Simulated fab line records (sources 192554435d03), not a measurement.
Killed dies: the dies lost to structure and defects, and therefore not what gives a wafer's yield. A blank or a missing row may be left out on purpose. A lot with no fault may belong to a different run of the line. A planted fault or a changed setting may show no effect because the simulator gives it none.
The tool behind it: which one? -- flow n5_finfet -- 9 lots, 27 wafers sampled, at 4 steps of a route of 1938

WHAT THE GAUGES READ, wafer by wafer
N5_PASSIVATION_CD_MEAS_30 targets a cd of 4000 nm.
lot,measured,on,cd_nm (nm)
L285,day 12 00:25,cd_sem-02,3998.2 3998.5 4001.5
L288,day 13 03:54,cd_sem-01,4000.7 4001.2 4000.6
L290,day 13 09:43,cd_sem-02,4001.6 4000.0 4001.8
L293,day 13 12:30,cd_sem-03,3999.9 4003.5 4001.2
L292,day 13 16:05,cd_sem-02,4002.8 4005.2 4003.8
L294,day 14 09:22,cd_sem-02,4005.3 4003.6 4005.6
L302,day 16 18:58,cd_sem-03,3979.4 3981.3 3979.7
L303,day 16 23:31,cd_sem-01,3981.0 3981.5 3979.5
L305,day 17 16:00,cd_sem-03,4003.0 4003.2 4001.0

WHAT TOOL EACH LOT RAN ON (gives the tool, then ch and the chambers of the sampled wafers, and finally the start)
lot,N5_PASSIVATION_PECVD_01,N5_PASSIVATION_PASS_ETCH_74,N5_PASSIVATION_EXPOSE_27
L285,"pecvd-03 ch 0,1, day 11 21:16","rie_diel-02 ch 1, day 11 22:44","krf_scanner-02 ch 0, day 12 00:15"
L288,"pecvd-02 ch 0,1,2, day 12 23:53","rie_diel-03 ch 0,1,2, day 13 02:03","krf_scanner-01 ch 0, day 13 03:44"
L290,"pecvd-03 ch 0,1,2, day 13 05:40","rie_diel-03 ch 1,2, day 13 06:13","krf_scanner-02 ch 0, day 13 09:33"
L293,"pecvd-03 ch 0,1,2, day 13 09:15","rie_diel-01 ch 0,1,3, day 13 11:11","krf_scanner-02 ch 0, day 13 12:19"
L292,"pecvd-02 ch 1,2, day 13 12:38","rie_diel-03 ch 0,2, day 13 14:33","krf_scanner-01 ch 0, day 13 15:55"
L294,"pecvd-01 ch 0,1, day 14 03:03","rie_diel-02 ch 1,2,3, day 14 03:57","krf_scanner-02 ch 0, day 14 09:11"
L302,"pecvd-01 ch 1,2, day 16 15:38","rie_diel-02 ch 1,2, day 16 16:58","krf_scanner-02 ch 0, day 16 18:47"
L303,"pecvd-03 ch 1,2, day 16 21:01","rie_diel-01 ch 1,2, day 16 22:02","krf_scanner-02 ch 0, day 16 23:21"
L305,"pecvd-03 ch 0,2, day 17 13:21","rie_diel-01 ch 0,1, day 17 14:20","krf_scanner-01 ch 0, day 17 15:50"
- N5_PASSIVATION_PECVD_01: deposits SiNx from SiH4/NH3/N2, target thk 200 nm, time 43.2 s.
- N5_PASSIVATION_PASS_ETCH_74: etches SiNx in CF4/O2, target depth 220 nm, time 110 s.
- N5_PASSIVATION_EXPOSE_27: exposes mask PAD, defocus 0 nm.

AS READ BY THE TOOLS THEMSELVES (means over the sampled wafers that have a number; for cases with no such wafer, the mark the record gives instead)
N5_PASSIVATION_PECVD_01.
lot,tool,heater_power_w (W),rf_fwd_power_W (W),showerhead_plenum_p_Torr (Torr),throttle_valve_pct (%)
L285,pecvd-03,426,1397,8.69,29.3
L288,pecvd-02,363,1400,8.67,28.5
L290,pecvd-03,318,1397,8.63,28.5
L293,pecvd-03,383,1392,8.62,28.6
L292,pecvd-02,401,1398,8.64,28.4
L294,pecvd-01,381,1393,8.60,29.8
L302,pecvd-01,359,1392,8.65,29.4
L303,pecvd-03,354,1395,8.60,28.2
L305,pecvd-03,312,1398,8.61,28.3

N5_PASSIVATION_PASS_ETCH_74.
lot,tool,chamber_pressure_mTorr (mTorr),drypump_motor_current_A (A),oes_product_au (a.u.),rf_fwd_power_W (W),rf_vpp_V (V),showerhead_plenum_p_Torr (Torr),throttle_valve_pct (%)
L285,rie_diel-02,40.01,5.7,0.74,532.4,240,2.18,15.75
L288,rie_diel-03,39.97,5.9,0.75,532.7,238,2.22,16.06
L290,rie_diel-03,40.01,5.3,0.78,531.0,238,2.20,15.99
L293,rie_diel-01,40.03,6.0,0.80,535.1,243,2.25,16.04
L292,rie_diel-03,40.01,5.5,0.79,530.4,237,2.18,15.94
L294,rie_diel-02,39.96,5.9,0.76,530.4,234,2.22,15.90
L302,rie_diel-02,39.98,6.0,0.78,532.0,236,2.17,15.80
L303,rie_diel-01,39.99,5.8,0.72,532.4,250,2.27,15.85
L305,rie_diel-01,40.01,5.8,0.81,532.2,243,2.26,16.07

N5_PASSIVATION_EXPOSE_27.
lot,tool,exposure_dose_mJ_cm2,focus_offset_nm (nm)
L285,krf_scanner-02,32.28,-0.0
L288,krf_scanner-01,32.35,0.4
L290,krf_scanner-02,32.30,-0.6
L293,krf_scanner-02,32.35,-0.5
L292,krf_scanner-01,32.27,-0.6
L294,krf_scanner-02,32.25,-0.3
L302,krf_scanner-02,29.28,-0.4
L303,krf_scanner-02,29.32,0.1
L305,krf_scanner-01,32.32,0.3

THE ANSWER, worked out from the rows above alone
Rule: what is usual is taken from the lots themselves. The widest of any qualifying gaps counts: lots, ordered by their means at a reading, are off when they make up no more than a third of the lots, leave a main group of 4 or more, and stand apart from it by 3 or more times the standard deviation of that group's means. A main group whose means are all the same, to the digits that the tables above print for the reading, isn't used. Also off: a lot with no number at a reading for which 4 or more lots have one. All remaining lots with rows at the step are treated as sound. After the gauges, taken in route order, come the tools' own readings; for these a lot's mean is taken, as printed above. At the first step where some lot is off, the reading lying furthest off is the one used; lots without a number count as furthest.
Off, at N5_PASSIVATION_CD_MEAS_30 on cd_nm: L302, L303. The main group: mean 4002.0 nm, standard deviation 1.7.
A tool fits if, at a process step before that reading, it ran every lot that is off, and no sound lot after the first of them. Not tried: the gauges at N5_PASSIVATION_CD_MEAS_30; whatever is off there is also off at N5_PASSIVATION_EXPOSE_27, on other tools, and gauge error can't account for it. One fits: N5_PASSIVATION_EXPOSE_27 on krf_scanner-02. A fault onset in the window from L294 (day 14 09:11, its last sound lot) to L302 (day 16 18:47, its first lot off) fits.
On the lots that are off, the tool's own readings at N5_PASSIVATION_EXPOSE_27 differ by more than 5 times the standard deviation of the sound lots' means, which bears it out; exposure_dose_mJ_cm2 reads 29.30 there versus 32.30 on the sound lots.

WHAT WAS PUT IN BY THE SIMULATOR
Process parameter drift: krf_scanner-02, from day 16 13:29 on, at N5_PASSIVATION_EXPOSE_27. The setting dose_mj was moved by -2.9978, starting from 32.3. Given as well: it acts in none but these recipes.
Shown lots that were struck: L302, L303. The same result came from the rule above.
